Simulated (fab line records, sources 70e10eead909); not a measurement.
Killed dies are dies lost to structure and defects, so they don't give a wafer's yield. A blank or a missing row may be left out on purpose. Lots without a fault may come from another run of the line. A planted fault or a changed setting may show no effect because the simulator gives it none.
Chamber matching | flow nand_harc | NHARC_P_GATE_DESCUM_13 on rie_diel-03: 4 sister chambers
The step chemistry O2, time 3 s. 18 wafers are shown with their chamber, then 9 later ones without.

WAFERS WITH THEIR CHAMBER
wafer  | chamber | showerhead_plenum_p_Torr (Torr) | oes_product_au (a.u.) | rf_vpp_V (V)
L074.1 | 3       | 2.01                            | 1.006                 | 57.5
L074.3 | 1       | 2.07                            | 1.011                 | 59.6
L074.5 | 3       | 2.01                            | 0.996                 | 58.8
L080.1 | 2       | 1.87                            | 1.016                 | 57.4
L080.4 | 1       | 2.07                            | 1.014                 | 57.9
L080.6 | 0       | 1.99                            | 1.027                 | 57.4
L081.1 | 0       | 2.00                            | 1.026                 | 58.9
L081.2 | 1       | 2.07                            | 1.015                 | 57.8
L081.5 | 0       | 2.00                            | 1.019                 | 58.7
L083.3 | 3       | 2.01                            | 1.023                 | 58.0
L083.4 | 2       | 1.87                            | 1.000                 | 56.6
L083.5 | 2       | 1.87                            | 1.005                 | 56.3
L084.1 | 2       | 1.87                            | 0.995                 | 58.6
L084.2 | 0       | 1.99                            | 1.024                 | 56.0
L084.4 | 3       | 2.01                            | 1.024                 | 57.4
L086.1 | 3       | 2.01                            | 1.015                 | 57.7
L086.2 | 1       | 2.07                            | 1.015                 | 59.4
L086.5 | 0       | 1.99                            | 1.017                 | 56.1

SIGNATURES (means of the wafers above)
reading                  | chamber 0 | chamber 1 | chamber 2 | chamber 3 | scatter within a chamber
showerhead_plenum_p_Torr | 1.9940    | 2.0700    | 1.8700    | 2.0100    | 0.00293
oes_product_au           | 1.02260   | 1.01375   | 1.00400   | 1.01280   | 0.00799
rf_vpp_V                 | 57.420    | 58.675    | 57.225    | 57.880    | 1.03
Rule: a wafer's distance from a chamber is the root of the sum, over the readings, of the square of ((its reading less the chamber's mean) divided by the reading's scatter). The wafer belongs to the nearest chamber; if the next one is less than 2 further off, it can't be placed. The scatter: the root of (the sum of the squares of (reading less its chamber's mean) over the shown wafers, divided by (wafers less chambers)).

WAFERS WITHOUT THEIR CHAMBER
wafer  | showerhead_plenum_p_Torr (Torr) | oes_product_au (a.u.) | rf_vpp_V (V)
L087.3 | 1.87                            | 0.999                 | 57.6
L087.5 | 2.01                            | 1.020                 | 57.7
L087.6 | 1.87                            | 1.011                 | 57.7
L088.1 | 2.06                            | 1.006                 | 57.9
L088.2 | 1.99                            | 1.014                 | 58.8
L088.3 | 1.87                            | 1.010                 | 58.9
L093.3 | 1.86                            | 1.006                 | 57.0
L093.4 | 2.06                            | 1.013                 | 58.8
L093.5 | 2.01                            | 1.026                 | 57.3

WHICH CHAMBER EACH WENT THROUGH
wafer  | from the rows above | in truth
L087.3 | 2                   | 2
L087.5 | 3                   | 3
L087.6 | 2                   | 2
L088.1 | 1                   | 1
L088.2 | 0                   | 0
L088.3 | 2                   | 2
L093.3 | 2                   | 2
L093.4 | 1                   | 1
L093.5 | 3                   | 3
Placed correctly: 9 of 9. Can't be placed from these rows: 0. Placed wrongly: 0.
